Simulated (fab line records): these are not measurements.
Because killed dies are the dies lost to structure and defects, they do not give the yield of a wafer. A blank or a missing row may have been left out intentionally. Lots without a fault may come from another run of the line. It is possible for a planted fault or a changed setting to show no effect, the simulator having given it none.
Split-lot trial | flow n5-finfet | 7 lots, 21 wafers read, on a route of 1938 steps

ABOUT THE SPLIT
At N5_BEOL_M10_ETCH_41 (etches SiCN in CH3F/O2, target depth 42.6 nm, time 86 s), the setting source-w was moved away from the recipe's 395 W on 7 of the 21 wafers read, by -8.8% to +15.7%. All remaining wafers had this setting at the recipe value.

Reading taken at the split's own step.

THE READING
rf-vpp-V, in V, at N5_BEOL_M10_ETCH_41 (etches SiCN in CH3F/O2, target depth 42.6 nm, time 86 s). On this fab line, fault-free wafers typically give 298.1 V with a standard deviation of 1.6 V.

wafer  | tool, chamber at the split | source-w as run, W | against the recipe | rf-vpp-V, V | against lot-mates on the recipe
L078.3 | rie-diel-04, 0             | 456.9              | +15.7%             | 280.6       | -18.4
L078.4 | rie-diel-04, 3             | 456.9              | +15.7%             | 283.6       | -15.4
L078.6 | rie-diel-04, 2             | 395                | recipe             | 299.0       | -
L085.2 | rie-diel-04, 1             | 375.3              | -5.0%              | 305.3       | +7.7
L085.3 | rie-diel-04, 0             | 395                | recipe             | 296.9       | -
L085.5 | rie-diel-04, 3             | 395                | recipe             | 298.4       | -
L084.1 | rie-diel-05, 1             | 395                | recipe             | 299.5       | -
L084.3 | rie-diel-05, 1             | 360.4              | -8.8%              | 306.6       | +7.1
L084.5 | rie-diel-05, 1             | 360.4              | -8.8%              | 308.3       | +8.8
L087.1 | rie-diel-04, 3             | 395                | recipe             | 298.1       | -
L087.2 | rie-diel-04, 1             | 395                | recipe             | 299.1       | -
L087.6 | rie-diel-04, 1             | 395                | recipe             | 297.4       | -
L091.1 | rie-diel-06, 2             | 429.1              | +8.6%              | 287.3       | -12.9
L091.3 | rie-diel-06, 3             | 429.1              | +8.6%              | 290.8       | -9.4
L091.5 | rie-diel-06, 1             | 395                | recipe             | 300.2       | -
L096.1 | rie-diel-05, 0             | 395                | recipe             | 298.3       | -
L096.4 | rie-diel-05, 1             | 395                | recipe             | 298.8       | -
L096.5 | rie-diel-05, 0             | 395                | recipe             | 300.4       | -
L097.1 | rie-diel-04, 3             | 395                | recipe             | 295.8       | -
L097.2 | rie-diel-04, 0             | 395                | recipe             | 296.5       | -
L097.4 | rie-diel-04, 1             | 395                | recipe             | 297.5       | -

THE FIT
A straight line over all 21 wafers: rf-vpp-V changes by -1.06 V for each +1% of source-w; r = -0.98; the points scatter about the line by 1.4 V.
The same after taking each lot's own level away (the mean of its wafers on the recipe; 21 wafers): -1.09 V for each +1%; r = -0.98; scatter 1.3 V.
That fit puts the effect of the largest move of source-w on the reading at 17 V.
Measured against the standard deviation above, the lots' own levels, which go from 296.60 to 300.20 V, span 2.3 times it.
So the lot-to-lot level changes the slope little: the two slopes agree.
Check: with one of the wafers moved furthest among these (+15.7%) left out of the fit, the line predicts -16.8 V for it against its lot-mates. Against them it came out at -18.4 V.
Tool readings at the split's step, against how far the setting was moved: rf-vpp-V r = -0.98.

THE OTHER SPLITS THESE WAFERS WENT THROUGH
Before the reading, these wafers also passed through other splits. Each is held against what the fit with the lots' levels taken away leaves over:
other split on the same wafers   | wafers away from the commonest value | r with rf-vpp-V (lot level and that fit taken away)
N5_BEOL_M9_ETCH_65 cf4-flow-sccm | 7                                    | +0.27
N5_BEOL_M10_VIA_ETCH_34 time-s   | 6                                    | -0.29

FILE'S OWN FIT
rf-vpp-V changes by -1.11 V for each +1% of source-w, r = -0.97.
